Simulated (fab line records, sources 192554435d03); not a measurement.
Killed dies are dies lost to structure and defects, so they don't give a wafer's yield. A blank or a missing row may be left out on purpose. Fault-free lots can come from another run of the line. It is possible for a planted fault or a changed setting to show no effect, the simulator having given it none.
2 desks looking at one fault + flow n5Finfet + what lay behind the numbers comes last; until then each desk has only its own

DESK OF THE TOOL OWNER: aldSin-04
The tool's own readings at N5_DUMMY_GATE_ALD_02 (deposits SiO2, target thk 2 nm, pulse time 1 s): means of the sampled wafers that have a number, for each lot that ran on this tool. Any lot whose mean is over 4 standard deviations away from the usual mean is out of limits and marked OUT; that distance is given in the brackets.
Columns: A = heaterPowerW at N5_DUMMY_GATE_ALD_02, usual 475 W; B = precursorPulseHeightRel at N5_DUMMY_GATE_ALD_02, usual 1.002
| lot  | first seen here | A   | B     |
|------|-----------------|-----|-------|
| L572 | day 3 02:48     | 470 | 1.003 |
| L591 | day 7 19:13     | 459 | 1.007 |
| L592 | day 8 00:37     | 469 | 1.016 |
This desk's verdict: no lot among the 3 shows anything out of limits.

FROM THE METROLOGY DESK
Lot by lot, what the gauges showed, no matter which tool ran the lot: averages of those sampled wafers that carry a number. Any lot whose mean is over 4 standard deviations away from the usual mean is out of limits and marked OUT; that distance is given in the brackets. Of its 34 readings 7 are shown: those that lie furthest out on some lot.
Columns: A = CJ_N at N5_BEOL_M4_RC_MEAS_101, usual 4.36; B = DIBL_P at N5_BEOL_M4_RC_MEAS_101, usual 35.9 mV/V; C = IOFF_N_LONG at N5_BEOL_M4_RC_MEAS_101, usual 5.6e-05 nA/um; D = IOFF_P at N5_BEOL_M4_RC_MEAS_101, usual 0.21 nA/um; E = RS_SD_N at N5_BEOL_M4_RC_MEAS_101, usual 28.4 ohm/sq; F = SS_P at N5_BEOL_M4_RC_MEAS_101, usual 73.2 mV/dec; G = VT_P_LVT at N5_BEOL_M4_RC_MEAS_101, usual -99 mV
| lot  | first seen here | A    | B    | C       | D    | E    | F    | G    |
|------|-----------------|------|------|---------|------|------|------|------|
| L572 | day 8 10:27     | 4.24 | 33.7 | 6.2e-05 | 0.22 | 28.4 | 72.9 | -96  |
| L583 | day 11 03:04    | 4.33 | 34.4 | 5.8e-05 | 0.20 | 28.0 | 72.8 | -100 |
| L591 | day 13 07:44    | 4.30 | 36.8 | 5.4e-05 | 0.23 | 29.6 | 73.4 | -97  |
| L592 | day 13 12:46    | 4.59 | 31.6 | 5.5e-05 | 0.14 | 28.3 | 71.8 | -106 |
This desk's verdict: no lot among the 4 shows anything out of limits.

TAKEN TOGETHER
The tool owner's desk saw nothing out of limits.
Metrology desk: nothing out of limits seen.

WHAT WAS PUT IN BY THE SIMULATOR
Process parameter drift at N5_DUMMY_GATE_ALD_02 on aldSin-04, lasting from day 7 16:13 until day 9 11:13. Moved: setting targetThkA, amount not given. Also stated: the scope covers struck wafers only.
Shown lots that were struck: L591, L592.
